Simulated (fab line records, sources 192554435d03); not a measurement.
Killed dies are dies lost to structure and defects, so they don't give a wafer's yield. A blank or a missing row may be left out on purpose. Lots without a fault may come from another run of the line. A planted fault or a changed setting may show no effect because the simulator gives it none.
fab line records | flow n5_finfet
record lots=7 wafers=21
route steps=1938 shown BEOL_M7@1267 BEOL_M8@1343 BEOL_M9@1440 BEOL_M10@1476
start_h: hours from the record's first day to the start of the lot's first wafer shown | wait_h: hours since the lot's step before | " the same as in the row above | L1.1+2: a row that stands for several wafers | - no value, or no start given | * or withheld: withheld | < > ~ a bound
route shown NAME@n: a module of which the file shows steps, and the number in the route of the first | usual: mean/standard deviation of fault-free wafers | same: alike in all rows | chamber/n: place in a boat | sites: the reading at each site | _std_site: their standard deviation | _edge_site: outer sites' mean less inner sites' | radius_mm: how far each site lies from the wafer's centre | mask NAME#n: copy n | behind: the tool/chamber that last shaped the wafer | hold: why the lot was held/for how many hours/how that ended | device: the transistor (n, p or np) that didn't switch | end of line: the same wafers' tests at the end of the route | a step without rows: its recipe alone | killed: dies lost to structure and defects at the first sort, not the wafer's yield | map: a wafer's dies, x killed, . not, _ none there
set.NAME: the setting as run; set.NAME@STEP: as run at that earlier step | model.NAME: the simulator's own value behind a step, which no gauge read
lots whose settings were changed on purpose; a table a step, a row a wafer
## steps
# step N5_BEOL_M7_HM_DEP_02
# recipe material=TiN target_thk_a=200 temp_c=25 chamber_pressure_pa=0.49996
# columns lot.wafer tool chamber start_h wait_h set.target_thk_a model.TiN_of_BEOL_M7_HM_DEP_02.thk_nm
L080.1 pvd_sputter-03 - 231.86 3.2 200 19.4
L080.2 " - " " 182.8 18.4
L080.3 " - " " 200 19.8
L082.2 pvd_sputter-02 - 239.17 1.8 200 19.6
L082.3 " - " " 200 19.8
L082.6 " - " " 200 19.4
L085.4 pvd_sputter-03 - 259.29 1.1 200 20.4
L085.5+6 " - " " 200 20
L088.1 pvd_sputter-02 - 278.73 0.9 217.6 21.8
L088.5 " - " " 200 20.2
L088.6 " - " " 217.6 21.4
L094.1 pvd_sputter-02 - 317.11 2.4 200 19.6
L094.2 " - " " 217.2 22
L094.5 " - " " 200 20.2
L097.3 pvd_sputter-03 - 333.99 0.8 200 19.4
L097.4 " - " " 225.4 22.8
L097.6 " - " " 200 20
L096.3 pvd_sputter-03 - 334.63 0.5 225.8 22.8
L096.4 " - " " 200 20
L096.5 " - " " 225.8 23
# step N5_BEOL_M7_COAT_59
# recipe resist=SOC temp_c=250 time_s=60 spin_rpm=1500 resist_thk_nm=100
# step N5_BEOL_M7_COAT_60
# recipe resist=SiARC temp_c=220 time_s=60 spin_rpm=1500 resist_thk_nm=35
# step N5_BEOL_M7_STRIP_68
# recipe chemistry=N2/H2 temp_c=40 n2_flow_sccm=200 h2_flow_sccm=200 rf_frequency_hz=6e+07
# step N5_BEOL_M7_STRIP_67
# recipe chemistry=CF4 resist=SiARC power_w=300 bias_power_w=75 pressure_mtorr=50 cf4_flow_sccm=150 rf_frequency_hz=6e+07
# step N5_BEOL_M7_HM_OPEN_17
# recipe chemistry=Cl2/BCl3 target_depth_a=200 overetch_a=60 target=TiN mask_material=SOC ion_energy_ev=150 pressure_mtorr=10 icp_w=1000 bias_w=126 Cl2_flow_sccm=53.25 bcl3_flow_sccm=21.75 Ar_flow_sccm=25
# columns lot.wafer tool chamber start_h wait_h set.target_thk_a@BEOL_M7_HM_DEP_02 model.etch.depth_nm
L080.1 rie_metal-01 1 232.60 0.0 200 19.48
L080.2 " 0 " " 182.8 18.39
L080.3 " 1 " " 200 19.7
L082.2 rie_metal-02 0 240.05 0.0 200 19.68
L082.3 " 1 " " 200 19.86
L082.6 " 1 " " 200 19.46
L085.4 rie_metal-01 0 260.41 0.1 200 20.49
L085.5 " 0 " " 200 20.09
L085.6 " 1 " " 200 19.98
L088.1 rie_metal-01 0 279.59 0.0 217.6 21.76
L088.5 " 1 " " 200 20.12
L088.6 " 0 " " 217.6 21.34
L094.1 rie_metal-02 1 317.98 0.0 200 19.66
L094.2 " 0 " " 217.2 21.94
L094.5 " 1 " " 200 20.11
L097.3 rie_metal-02 0 334.76 0.1 200 19.45
L097.4 " 1 " " 225.4 22.78
L097.6 " 0 " " 200 19.98
L096.3 rie_metal-02 1 335.53 0.1 225.8 22.75
L096.4 " 0 " " 200 20.03
L096.5 " 0 " " 225.8 22.98
# step N5_BEOL_M7_DESCUM_33
# recipe chemistry=O2 time_s=7 source_power_w=50 bias_power_w=20 pressure_mtorr=20 rf_frequency_hz=2.712e+07 temp_c=40 resist=CAR-EUV o2_flow_sccm=225
# columns lot.wafer tool chamber start_h wait_h set.time_s model.CAR-EUV_of_BEOL_M7_COAT_22.thk_nm
L080.1+2 rie_diel-06 3,1 234.09 0.0 7 26.2
L080.3 " 0 " " 7.569 25.8
L082.2+3+6 rie_diel-03 2,1,1 241.10 0.4 7 26.2
L085.4 rie_diel-02 2 262.97 0.0 8.094 25.6
L085.5 " 1 " " 7 26.2
L085.6 " 2 " " 7 26
L088.1+5+6 rie_diel-03 2,0,3 282.01 0.4 7 26
L094.1 rie_diel-06 1 321.59 0.3 7 26
L094.2 " 0 " " 5.63 26.6
L094.5 " 0 " " 5.63 26.8
L096.3 rie_diel-02 3 336.89 0.1 7 26
L096.4 " 1 " " 8.536 25.4
L096.5 " 1 " " 7 26.2
L097.3 rie_diel-06 3 337.14 0.1 7 26.4
L097.4 " 2 " " 8.416 25.8
L097.6 " 0 " " 8.416 25.6
# step N5_BEOL_M7_ETCH_72
# recipe chemistry=N2/H2 target=underlayer target_depth_a=65 mask_material=CAR-EUV time_s=5.2 ion_energy_ev=200 pressure_mtorr=30 source_w=840 bias_w=150 n2_flow_sccm=200 h2_flow_sccm=200 ends=cleared
# columns lot.wafer tool chamber start_h wait_h set.time_s@BEOL_M7_DESCUM_33 model.CAR-EUV_of_BEOL_M7_COAT_22.thk_nm
L080.1+2 rie_diel-06 3,1 234.12 0.0 7 20.4
L080.3 " 0 " " 7.569 20
L082.2 rie_diel-03 2 241.13 0.0 7 20.6
L082.3+6 " 1 " " 7 20.4
L085.4 rie_diel-02 2 263.01 0.0 8.094 19.8
L085.5 " 1 " " 7 20.6
L085.6 " 2 " " 7 20.4
L088.1+5 rie_diel-03 2,0 282.05 0.0 7 20.4
L088.6 " 3 " " 7 20.2
L094.1 rie_diel-06 1 321.63 0.0 7 20.2
L094.2 " 0 " " 5.63 20.8
L094.5 " 0 " " 5.63 21
L096.3 rie_diel-02 3 336.93 0.0 7 20.2
L096.4 " 1 " " 8.536 19.8
L096.5 " 1 " " 7 20.6
L097.3 rie_diel-06 3 337.17 0.0 7 20.6
L097.4 " 2 " " 8.416 20
L097.6 " 0 " " 8.416 19.8
# step N5_BEOL_M7_ETCH_66
# recipe chemistry=N2/H2 target=SOC target_depth_a=800 overetch_a=160 mask_material=SiARC temp_c=40 time_s=120 ion_energy_ev=200 pressure_mtorr=30 source_w=840 bias_w=150 n2_flow_sccm=200 h2_flow_sccm=200
# usual rf_vpp_V=523.8/2.1
# columns lot.wafer tool chamber start_h wait_h set.bias_w rf_vpp_V
L080.1 rie_diel-06 3 234.17 0.0 150 527.8
L080.2 " 1 " " 159.8 543.2
L080.3 " 0 " " 150 525.6
L082.2 rie_diel-03 2 241.18 0.0 150 526.8
L082.3 " 1 " " 150 520.3
L082.6 " 1 " " 150 520.7
L085.4 rie_diel-02 2 263.05 0.0 150 522.7
L085.5 " 1 " " 150 524.3
L085.6 " 2 " " 150 523.3
L088.1 rie_diel-03 2 282.09 0.0 150 524.8
L088.5 " 0 " " 143.2 506.6
L088.6 " 3 " " 143.2 510.3
L094.1 rie_diel-06 1 321.67 0.0 150 521.8
L094.2 " 0 " " 150 525.2
L094.5 " 0 " " 168.1 562.7
L096.3 rie_diel-02 3 336.97 0.0 150 522.3
L096.4 " 1 " " 150 524.0
L096.5 " 1 " " 163.5 553.0
L097.3 rie_diel-06 3 337.22 0.0 150 528.2
L097.4 " 2 " " 138.7 498.3
L097.6 " 0 " " 150 523.6
# step N5_BEOL_M7_STRIP_69
# recipe chemistry=N2/H2 temp_c=40 n2_flow_sccm=200 h2_flow_sccm=200 rf_frequency_hz=6e+07
# step N5_BEOL_M7_STRIP_73
# recipe chemistry=N2/H2 temp_c=40 n2_flow_sccm=200 h2_flow_sccm=200 rf_frequency_hz=6e+07
# step N5_BEOL_M7_STRIP_76
# recipe chemistry=C4F6/O2 resist=SiARC rf_frequency_hz=6e+07
# step N5_BEOL_M7_STRIP_36
# recipe chemistry=N2/H2 power_w=450 temp_c=40 pressure_mtorr=20 rf_frequency_hz=6e+07 overash_fraction=0.3 bias_power_w=7 h2_frac=0.5 n2_flow_sccm=200 h2_flow_sccm=200
# step N5_BEOL_M7_TRENCH_ETCH_37
# recipe chemistry=C4F6/O2 target_depth_a=934.78 target=SiCOH_lowk time_s=31.2 ion_energy_ev=250 pressure_mtorr=30 source_w=345 bias_w=185 Ar_flow_sccm=300 C4F6_flow_sccm=10 O2_flow_sccm=10
# columns lot.wafer tool chamber start_h wait_h set.target_thk_a@BEOL_M7_HM_DEP_02 model.TiN_of_BEOL_M7_HM_DEP_02.thk_nm
L080.1 rie_diel-06 3 - - 200 16.8
L080.2 " 1 " " 182.8 15.6
L080.3 " 0 " " 200 17
L082.2 rie_diel-03 2 - - 200 17
L082.3 " 1 " " 200 17.2
L082.6 " 1 " " 200 16.8
L085.4 rie_diel-02 2 - - 200 17.8
L085.5 " 1 " " 200 17.4
L085.6 " 2 " " 200 17.2
L088.1 rie_diel-03 2 - - 217.6 19.2
L088.5 " 0 " " 200 17.4
L088.6 " 3 " " 217.6 18.8
L094.1 rie_diel-06 1 - - 200 16.8
L094.2 " 0 " " 217.2 19.2
L094.5 " 0 " " 200 17.4
L096.3+5 rie_diel-02 3,1 - - 225.8 20.2
L096.4 " 1 " " 200 17.4
L097.3 rie_diel-06 3 - - 200 16.8
L097.4 " 2 " " 225.4 20.2
L097.6 " 0 " " 200 17.2
# step N5_BEOL_M8_PEB_09
# recipe peb_temp_c=withheld peb_time_s=60 resist=CAR-ArF
# columns lot.wafer tool chamber start_h wait_h set.peb_time_s
L080.1+2+3 litho_track-05 0 239.86 0.1 60
L082.2+3+6 litho_track-04 0 248.33 0.0 60
L085.4+5 litho_track-05 0 270.40 0.0 68.25
L085.6 " 0 " " 60
L088.1+5 litho_track-04 0 288.31 0.1 60
L088.6 " 0 " " 69.52
L094.1+2+5 litho_track-05 0 328.65 0.1 60
L097.3 litho_track-02 0 343.10 0.0 60
L097.4+6 " 0 " " 66.98
L096.3+4+5 litho_track-04 0 343.27 0.0 60
# step N5_BEOL_M8_DEVELOP_10
# recipe develop_time_s=30 developer=TMAH resist=CAR-ArF rinse_liquid=diw dry=air_spin dev_temp_c=23
# step N5_BEOL_M8_CD_MEAS_11
# recipe target_cd_nm=38.5 landing_energy_ev=500 detector=se_inlens polarity=opening
# usual cd_nm=38.2/0.57
# columns lot.wafer tool chamber start_h wait_h set.peb_time_s@BEOL_M8_PEB_09 cd_nm
L080.1 cd_sem-02 0 239.92 - 60 38.7
L080.2 " 0 " " 60 38.4
L080.3 " 0 " " 60 37.8
L082.2 cd_sem-02 0 248.40 - 60 37.7
L082.3 " 0 " " 60 37.5
L082.6 " 0 " " 60 37.8
L085.4 cd_sem-01 0 270.47 - 68.25 41.5
L085.5 " 0 " " 68.25 41.0
L085.6 " 0 " " 60 38.2
L088.1 cd_sem-02 0 288.38 - 60 37.7
L088.5 " 0 " " 60 36.7
L088.6 " 0 " " 69.52 40.7
L094.1 cd_sem-01 0 328.72 - 60 39.8
L094.2 " 0 " " 60 39.8
L094.5 " 0 " " 60 38.7
L097.3 cd_sem-01 0 343.17 - 60 37.8
L097.4 " 0 " " 66.98 42.0
L097.6 " 0 " " 66.98 41.3
L096.3 cd_sem-03 0 343.34 - 60 39.3
L096.4 " 0 " " 60 37.9
L096.5 " 0 " " 60 39.5
# step N5_BEOL_M8_DESCUM_16
# recipe chemistry=O2 time_s=7.9 source_power_w=50 bias_power_w=20 pressure_mtorr=20 rf_frequency_hz=2.712e+07 temp_c=40 resist=CAR-ArF o2_flow_sccm=225
# step N5_BEOL_M8_ETCH_61
# recipe chemistry=CF4 target=SiARC target_depth_a=455 mask_material=CAR-ArF time_s=75.8 ion_energy_ev=80 pressure_mtorr=40 source_w=545 bias_w=36 Ar_flow_sccm=100 cf4_flow_sccm=100 ends=cleared
# columns lot.wafer tool chamber start_h wait_h set.peb_time_s@BEOL_M8_PEB_09 model.BEOL_M8.cd_offset_nm
L080.1+2 rie_diel-05 3,1 240.11 0.0 60 -0.2
L080.3 " 2 " " 60 -0.6
L082.2 rie_diel-04 3 248.74 0.0 60 -1
L082.3 " 0 " " 60 -0.4
L082.6 " 0 " " 60 0
L085.4+5 rie_diel-05 2,1 271.12 0.0 68.25 2.8
L085.6 " 0 " " 60 -0.2
L088.1 rie_diel-01 0 288.50 0.0 60 -0.6
L088.5 " 3 " " 60 -2.6
L088.6 " 2 " " 69.52 2.4
L094.1 rie_diel-01 2 328.90 0.0 60 0.8
L094.2 " 0 " " 60 1.2
L094.5 " 1 " " 60 0.2
L097.3 rie_diel-04 2 343.61 0.0 60 -0.8
L097.4 " 1 " " 66.98 3.8
L097.6 " 2 " " 66.98 2.4
L096.3 rie_diel-01 2 343.61 0.0 60 1
L096.4 " 2 " " 60 -0.4
L096.5 " 1 " " 60 0.8
# step N5_BEOL_M8_ETCH_62
# recipe chemistry=N2/H2 target=SOC target_depth_a=1100 overetch_a=220 mask_material=SiARC temp_c=40 time_s=165 ion_energy_ev=200 pressure_mtorr=30 source_w=840 bias_w=150 n2_flow_sccm=200 h2_flow_sccm=200
# columns lot.wafer tool chamber start_h wait_h set.peb_time_s@BEOL_M8_PEB_09 model.BEOL_M8.cd_offset_nm
L080.1 rie_diel-05 3 240.16 0.0 60 -0.4
L080.2 " 1 " " 60 -0.2
L080.3 " 2 " " 60 -0.8
L082.2 rie_diel-04 3 248.80 0.0 60 -0.8
L082.3 " 0 " " 60 -1.2
L082.6 " 0 " " 60 -0.6
L085.4 rie_diel-05 2 271.21 0.1 68.25 2.8
L085.5 " 1 " " 68.25 2.6
L085.6 " 0 " " 60 -0.2
L088.1 rie_diel-01 0 288.56 0.0 60 -0.4
L088.5 " 3 " " 60 -3
L088.6 " 2 " " 69.52 2.4
L094.1 rie_diel-01 2 328.95 0.0 60 0.8
L094.2 " 0 " " 60 1.4
L094.5 " 1 " " 60 0
L097.3 rie_diel-04 2 343.67 0.0 60 -0.6
L097.4 " 1 " " 66.98 4.4
L097.6 " 2 " " 66.98 2.6
L096.3+5 rie_diel-01 2,1 343.67 0.0 60 0.8
L096.4 " 2 " " 60 -0.6
# step N5_BEOL_M8_STRIP_68
# recipe chemistry=N2/H2 temp_c=40 n2_flow_sccm=200 h2_flow_sccm=200 rf_frequency_hz=6e+07
# step N5_BEOL_M8_STRIP_67
# recipe chemistry=CF4 resist=SiARC power_w=300 bias_power_w=75 pressure_mtorr=50 cf4_flow_sccm=150 rf_frequency_hz=6e+07
# step N5_BEOL_M8_HM_OPEN_17
# recipe chemistry=Cl2/BCl3 target_depth_a=200 overetch_a=60 target=TiN mask_material=SOC ion_energy_ev=150 pressure_mtorr=10 icp_w=1000 bias_w=126 Cl2_flow_sccm=53.25 bcl3_flow_sccm=21.75 Ar_flow_sccm=25
# step N5_BEOL_M8_STRIP_19
# recipe chemistry=O2 power_w=400 temp_c=40 pressure_mtorr=30 rf_frequency_hz=6e+07 bias_power_w=0 overash_fraction=0.2 o2_flow_sccm=225
# step N5_BEOL_M8_CD_MEAS_18
# recipe pitch_nm=80 target_cd_nm=40
# usual cd_nm=39.7/0.68
# columns lot.wafer tool chamber start_h wait_h set.peb_time_s@BEOL_M8_PEB_09 cd_nm
L080.1 cd_sem-02 - 240.54 0.0 60 39.9
L080.2 " - " " 60 39.7
L080.3 " - " " 60 39.6
L082.2 cd_sem-02 - 249.27 0.1 60 39.6
L082.3 " - " " 60 39.1
L082.6 " - " " 60 39.7
L085.4 cd_sem-02 - 271.68 0.0 68.25 43.1
L085.5 " - " " 68.25 42.9
L085.6 " - " " 60 39.7
L088.1 cd_sem-02 - 288.93 0.0 60 39.7
L088.5 " - " " 60 37.2
L088.6 " - " " 69.52 42.2
L094.1 cd_sem-02 - 329.35 0.0 60 40.8
L094.2 " - " " 60 41.1
L094.5 " - " " 60 40.1
L097.3 cd_sem-03 - 344.05 0.1 60 39.5
L097.4 " - " " 66.98 44.1
L097.6 " - " " 66.98 42.8
L096.3 cd_sem-01 - 344.09 0.1 60 40.8
L096.4 " - " " 60 38.8
L096.5 " - " " 60 41.1
# step N5_BEOL_M8_COAT_63
# recipe resist=SOC temp_c=250 time_s=60 spin_rpm=1500 resist_thk_nm=60
# step N5_BEOL_M8_COAT_64
# recipe resist=SiARC temp_c=220 time_s=60 spin_rpm=1500 resist_thk_nm=12
# step N5_BEOL_M8_PRECLEAN_42
# recipe chemistry=residue_remover time_s=60 temp_c=40
# step N5_BEOL_M8_SRD_43
# recipe time_s=30 temp_c=23 rinse_liquid=diw dry=ipa_marangoni
# step N5_BEOL_M8_CD_MEAS_35
# recipe target_cd_nm=40 polarity=opening
# usual cd_nm=39.7/0.72
# columns lot.wafer tool chamber start_h wait_h set.peb_time_s@BEOL_M8_PEB_09 cd_nm
L080.1 cd_sem-01 - 241.55 0.0 60 39.7
L080.2 " - " " 60 40.2
L080.3 " - " " 60 40.0
L082.2 cd_sem-01 - 251.35 0.0 60 39.6
L082.3 " - " " 60 39.2
L082.6 " - " " 60 39.7
L085.4 cd_sem-02 - 276.40 0.0 68.25 43.2
L085.5 " - " " 68.25 42.6
L085.6 " - " " 60 39.1
L088.1 cd_sem-01 - 291.55 0.0 60 40.0
L088.5 " - " " 60 37.2
L088.6 " - " " 69.52 42.6
L094.1 cd_sem-02 - 331.33 0.0 60 40.7
L094.2 " - " " 60 41.4
L094.5 " - " " 60 40.2
L097.3 cd_sem-02 - 346.18 0.0 60 39.6
L097.4 " - " " 66.98 44.7
L097.6 " - " " 66.98 42.7
L096.3 cd_sem-03 - 346.28 0.0 60 40.5
L096.4 " - " " 60 39.6
L096.5 " - " " 60 40.7
# step N5_BEOL_M9_ETCH_66
# recipe chemistry=N2/H2 target=SOC target_depth_a=800 overetch_a=160 mask_material=SiARC temp_c=40 time_s=120 ion_energy_ev=200 pressure_mtorr=30 source_w=840 bias_w=150 n2_flow_sccm=200 h2_flow_sccm=200
# columns lot.wafer tool chamber start_h wait_h set.time_s model.SiARC_of_BEOL_M9_COAT_64.thk_nm
L080.1 rie_diel-03 0 250.77 0.0 139.2 5.4
L080.2+3 " 1,2 " " 120 6.6
L082.2 rie_diel-02 1 258.36 0.0 120 6.2
L082.3 " 3 " " 120 6.6
L082.6 " 2 " " 120 6.4
L085.4 rie_diel-02 3 284.44 0.0 120 6.6
L085.5 " 3 " " 110.3 7
L085.6 " 2 " " 120 6.4
L088.1+5+6 rie_diel-03 1,1,2 299.59 0.0 120 6.6
L094.1 rie_diel-06 2 341.73 0.0 146.3 5.6
L094.2 " 3 " " 146.3 5.4
L094.5 " 3 " " 120 6.6
L097.3 rie_diel-02 0 353.23 0.0 120 6.6
L097.4 " 3 " " 142.5 5.6
L097.6 " 1 " " 120 6.2
L096.3 rie_diel-02 1 354.14 0.0 145.3 5
L096.4 " 0 " " 145.3 5.4
L096.5 " 3 " " 120 6.6
# step N5_BEOL_M10_COAT_60
# recipe resist=SiARC temp_c=220 time_s=60 spin_rpm=1500 resist_thk_nm=30
# columns lot.wafer tool chamber start_h wait_h set.spin_rpm model.SiARC_of_BEOL_M10_COAT_60.thk_nm
L080.1 litho_track-05 0 - - 1434 30.6
L080.2 " 0 " " 1500 29.8
L080.3 " 0 " " 1434 30.4
L082.2+3 litho_track-05 0 - - 1500 30
L082.6 " 0 " " 1500 30.2
L085.4+6 litho_track-05 0 - - 1351 31.6
L085.5 " 0 " " 1500 30
L088.1+5 litho_track-05 0 - - 1500 30
L088.6 " 0 " " 1500 29.8
L094.1 litho_track-02 0 - - 1363 31.4
L094.2+5 " 0 " " 1500 30
L097.3+4 litho_track-01 0 - - 1500 30
L097.6 " 0 " " 1652 28.6
L096.3 litho_track-01 0 - - 1500 30.2
L096.4+5 " 0 " " 1348 31.6
## key
split step=N5_BEOL_M7_HM_DEP_02 setting=target_thk_a stated=200 by=wafer
response step=N5_BEOL_M7_HM_DEP_02 reading=model.TiN_of_BEOL_M7_HM_DEP_02.thk_nm change=+0.212 per=1% r=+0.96
response step=N5_BEOL_M7_HM_OPEN_17 reading=model.etch.depth_nm change=+0.21 per=1% r=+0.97
response step=N5_BEOL_M7_TRENCH_ETCH_37 reading=model.TiN_of_BEOL_M7_HM_DEP_02.thk_nm change=+0.217 per=1% r=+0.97
split step=N5_BEOL_M7_DESCUM_33 setting=time_s stated=7 by=wafer
response step=N5_BEOL_M7_DESCUM_33 reading=model.CAR-EUV_of_BEOL_M7_COAT_22.thk_nm change=-0.0343 per=1% r=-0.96
response step=N5_BEOL_M7_ETCH_72 reading=model.CAR-EUV_of_BEOL_M7_COAT_22.thk_nm change=-0.0349 per=1% r=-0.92
split step=N5_BEOL_M7_ETCH_66 setting=bias_w stated=150 by=wafer
response step=N5_BEOL_M7_ETCH_66 reading=rf_vpp_V change=+3.27 per=1% r=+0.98
split step=N5_BEOL_M8_PEB_09 setting=peb_time_s stated=60 by=wafer
response step=N5_BEOL_M8_CD_MEAS_11 reading=cd_nm change=+0.246 per=1% r=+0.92
response step=N5_BEOL_M8_ETCH_61 reading=model.BEOL_M8.cd_offset_nm change=+0.261 per=1% r=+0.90
response step=N5_BEOL_M8_ETCH_62 reading=model.BEOL_M8.cd_offset_nm change=+0.265 per=1% r=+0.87
response step=N5_BEOL_M8_CD_MEAS_18 reading=cd_nm change=+0.262 per=1% r=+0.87
response step=N5_BEOL_M8_CD_MEAS_35 reading=cd_nm change=+0.284 per=1% r=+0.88
split step=N5_BEOL_M9_ETCH_66 setting=time_s stated=120 by=wafer
response step=N5_BEOL_M9_ETCH_66 reading=model.SiARC_of_BEOL_M9_COAT_64.thk_nm change=-0.0575 per=1% r=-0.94
split step=N5_BEOL_M10_COAT_60 setting=spin_rpm stated=1500 by=wafer
response step=N5_BEOL_M10_COAT_60 reading=model.SiARC_of_BEOL_M10_COAT_60.thk_nm change=-0.148 per=1% r=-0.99
